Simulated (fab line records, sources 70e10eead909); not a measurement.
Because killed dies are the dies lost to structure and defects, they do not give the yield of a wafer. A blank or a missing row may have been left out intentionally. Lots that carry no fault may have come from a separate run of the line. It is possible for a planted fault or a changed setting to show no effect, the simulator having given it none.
Chamber matching | flow nand harc | NHARC_P_M1_DEP_33 on pecvd-01: 3 sister chambers
The step deposits SiCN, target thk 30 nm. 3 wafers are shown with their chamber, then 7 later ones without.

## WAFERS PAIRED WITH THEIR CHAMBERS
wafer  | chamber | heater power w (W)
L083.3 | 2       | 570
L090.1 | 1       | 838
L090.4 | 0       | 431

## WAFERS WHOSE CHAMBER IS MISSING
wafer  | heater power w (W)
L090.5 | 819
L092.1 | 445
L092.3 | 806
L092.5 | 439
L097.3 | 521
L097.4 | 525
L097.5 | 414

## THE CHAMBER EACH PASSED THROUGH
wafer  | from the rows above     | in truth
L090.5 | 1                       | 1
L092.1 | 0                       | 0
L092.3 | 1                       | 1
L092.5 | 0                       | 0
L097.3 | can't be placed: 2 or 0 | 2
L097.4 | can't be placed: 2 or 0 | 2
L097.5 | 0                       | 0
Correctly placed: 5 of 7. These rows do not allow placing 2 (true chamber among the candidates in 2). Number placed wrongly: 0.
How it was worked out, from the rows above alone: a wafer's distance from a chamber is the root of the sum, over the readings, of the square of ((its reading less the chamber's mean) divided by the reading's scatter). If the next closest chamber is less than 2 further off than the closest, the wafer can't be placed; otherwise it belongs to the closest. For every chamber, the mean is computed from those of its wafers that are shown. The scatter (one wafer shown for each chamber): square how far every hidden wafer sits from the nearest shown wafer, average those squares and take the square root.
